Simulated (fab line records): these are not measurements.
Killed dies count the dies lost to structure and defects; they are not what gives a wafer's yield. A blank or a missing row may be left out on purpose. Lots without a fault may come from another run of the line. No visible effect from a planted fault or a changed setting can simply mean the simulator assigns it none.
The same fault as seen by 2 desks -- flow n5-finfet -- every desk sees just its own numbers, and what lay behind them comes last

== AT THE METROLOGY DESK ==
What the gauges read for every lot (on any tool): the sampled wafers with a number, averaged. Any lot whose mean is over 4 standard deviations away from the usual mean is out of limits and marked OUT; that distance is given in the brackets. Readings shown: 7 of its 10, picked as those furthest out on some lot.
Columns: A = DIBL_N at N5_BEOL_M4_RC_MEAS_101, usual 35.0 mV/V; B = DIBL_P at N5_BEOL_M4_RC_MEAS_101, usual 35.4 mV/V; C = IOFF_N at N5_BEOL_M4_RC_MEAS_101, usual 0.14 nA/um; D = ION_N at N5_BEOL_M4_RC_MEAS_101, usual 667 uA/um; E = ION_P at N5_BEOL_M4_RC_MEAS_101, usual 460 uA/um; F = SS_P at N5_BEOL_M4_RC_MEAS_101, usual 73.1 mV/dec; G = VT_N at N5_BEOL_M4_RC_MEAS_101, usual 252 mV
lot,first seen here,A,B,C,D,E,F,G
L811,day 8 14:15,37.9,38.5,0.21,681,466,74.1,246
L813,day 9 04:11,34.7,34.8,0.16,679,462,73.0,250
L827,day 12 12:53,37.0,36.0,0.17,662,459,73.8,250
L828,day 12 18:19,33.0,32.8,0.09,632,443,72.5,260
L829,day 12 19:49,35.1,36.3,0.12,663,458,72.6,256
L830,day 13 14:25,34.7,37.8,0.15,678,468,73.5,248
This desk's finding: nothing out of limits on any of the 6 lots.

== FOR THE TOOL OWNER'S DESK: rie-diel-05 ==
The tool's own readings at N5_BEOL_M4_ETCH_69 (etches SiARC in CF4, target depth 15.6 nm, time 26 s): means of the sampled wafers that have a number, for each lot that ran on this tool. Any lot whose mean is over 4 standard deviations away from the usual mean is out of limits and marked OUT; that distance is given in the brackets. Readings shown: 7 of its 8, picked as those furthest out on some lot.
Columns: A = bias-w at N5_BEOL_M4_ETCH_69, usual 36.00 W; B = cf4-flow-sccm at N5_BEOL_M4_ETCH_69, usual 100.01 sccm; C = drypump-motor-current-A at N5_BEOL_M4_ETCH_69, usual 5.8 A; D = etch-rf-on-time-s at N5_BEOL_M4_ETCH_69, usual 25.6 s; E = oes-product-au at N5_BEOL_M4_ETCH_69, usual 0.69 a.u.; F = showerhead-plenum-p-Torr at N5_BEOL_M4_ETCH_69, usual 2.13 Torr; G = throttle-valve-pct at N5_BEOL_M4_ETCH_69, usual 15.55 %
lot,first seen here,A,B,C,D,E,F,G
L811,day 8 05:16,35.95,100.16,5.8,26.1,0.78,2.14,15.30
L828,day 12 13:05,36.05,100.15,6.2,26.2,0.70,2.12,15.47
L829,day 12 13:14,36.06,99.94,6.2,26.2,0.68,2.18,15.55
L830,day 12 18:59,35.98,99.72,6.4,26.1,0.68,2.15,15.57
This desk's finding: nothing out of limits on any of the 4 lots.

== PUT TOGETHER ==
The metrology desk saw nothing out of limits.
The tool owner's desk saw nothing out of limits.

== WHAT THE SIMULATOR HAD INSERTED ==
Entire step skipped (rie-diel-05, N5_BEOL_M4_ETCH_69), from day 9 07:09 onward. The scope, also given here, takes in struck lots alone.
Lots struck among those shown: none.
